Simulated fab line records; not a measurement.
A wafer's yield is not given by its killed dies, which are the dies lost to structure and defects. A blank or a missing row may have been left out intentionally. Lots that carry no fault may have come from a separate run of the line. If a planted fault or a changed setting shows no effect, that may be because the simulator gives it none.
A lot that was struck, set against a sound lot ; flow nand_harc ; 17 steps out of a route of 1302
Sound: the wafers L920.1, L920.3, L920.6. Struck: wafers L930.1, L930.2, L930.6. The cause comes at the end.
Order at every step that has rows: each side's tool, ch and its chambers, its first start. Under that, the readings that differ: sound wafers ; struck wafers ; difference of the means ; sigmas: that difference in standard deviations of wafers without a fault.
alike: readings with means less than 2 such deviations apart, plus words and numbers identical on both sides. not compared: withheld readings, readings lacking a value on some wafer, bounds such as >300 that could conceal the same value, and numbers that have no deviation in the record and whose values overlap.
A row with sigmas, a row that says differs or no value, or rows on one side alone: a step with any of these is where the two part. When numbers do not overlap yet have no deviation, they are printed without sigmas and do not part them. A reading missing from all wafers of one side parts the sides only when that side holds two or more wafers.

NHARC_A_STAIRCASE_CMP_472: polishes SiO2.
  sound on cmp-01 ch 0,1,2, day 19 16:38; struck on cmp-04 ch 1,2, day 24 00:01
  alike: motor_current_A, retaining_ring_pressure_frac
following that, these wafers have no rows for 1 step: NHARC_A_STAIRCASE_SRD_474.
NHARC_A_STAIRCASE_INSPECT_155:
  sound on defect_inspect-01 at day 19 16:57; struck on defect_inspect-02 at day 24 00:20
  alike: raw_defect_count
NHARC_A_SGD_CUT_DEP_00: deposits SiNx, target thk 50 nm.
  sound on pecvd-04 ch 0,1, day 19 17:03; struck on pecvd-02 ch 0,2, day 24 00:25
reading;sound;struck;difference;sigmas
heater_power_w (W);651 576 586;805 843 816;+217;+2
  not compared: since_wet_clean_h
then, 7 steps without rows for these wafers: NHARC_A_SGD_CUT_DEHYDRATE_01 (time 120 s); NHARC_A_SGD_CUT_HMDS_02 (time 30 s); NHARC_A_SGD_CUT_COAT_56 (time 75 s); NHARC_A_SGD_CUT_COAT_57 (time 65 s); NHARC_A_SGD_CUT_COAT_03 (resist thk 90 nm); NHARC_A_SGD_CUT_SOFTBAKE_04 (time 55 s); NHARC_A_SGD_CUT_EBR_05.
NHARC_A_SGD_CUT_EXPOSE_06: exposes mask SGD.
  sound on arfi_scanner-01 ch 0, day 19 17:36; struck on arfi_scanner-01 ch 0, day 24 00:59
reading;sound;struck;difference;sigmas
exposure_dose_mJ_cm2;85.5 85.5 85.4;91.8 91.8 91.6;+6.3;+17
  alike: mask, stage_vel_mm_s
then, 2 steps without rows for these wafers: NHARC_A_SGD_CUT_PEB_07 (peb time 65 s); NHARC_A_SGD_CUT_DEVELOP_08 (develop time 35 s).
NHARC_A_SGD_CUT_CD_MEAS_09: target cd 100 nm.
  sound on cd_sem-03 ch 0, day 19 17:44; struck on cd_sem-02 ch 0, day 24 01:07
reading;sound;struck;difference;sigmas
cd_nm (nm);101.0 100.9 100.6;104.8 105.5 104.8;+4.2;+7
NHARC_A_SGD_CUT_OVL_MEAS_10:
  sound on overlay-02 at day 19 17:50; struck on overlay-01 at day 24 01:12
reading;sound;struck;difference;sigmas
overlay_x_nm (nm);-1.0 -1.6 -1.8;1.7 1.6 1.0;+2.9;+2
  alike: overlay_y_nm
-- jump in the record: it breaks off in module A_SGD_CUT and resumes in module END (first step shown: number 1302 of the route), and 5 days separate the struck wafers' starts before and after --
NHARC_END_SORT_01:
  only the struck wafers appear in the record here, on prober-02 ch 0 at day 29 10:29; the sound ones have no rows

## WHERE THEY PART
Earliest at NHARC_A_SGD_CUT_DEP_00; latest, in this record, at NHARC_END_SORT_01.

WHY: what the simulator had put in
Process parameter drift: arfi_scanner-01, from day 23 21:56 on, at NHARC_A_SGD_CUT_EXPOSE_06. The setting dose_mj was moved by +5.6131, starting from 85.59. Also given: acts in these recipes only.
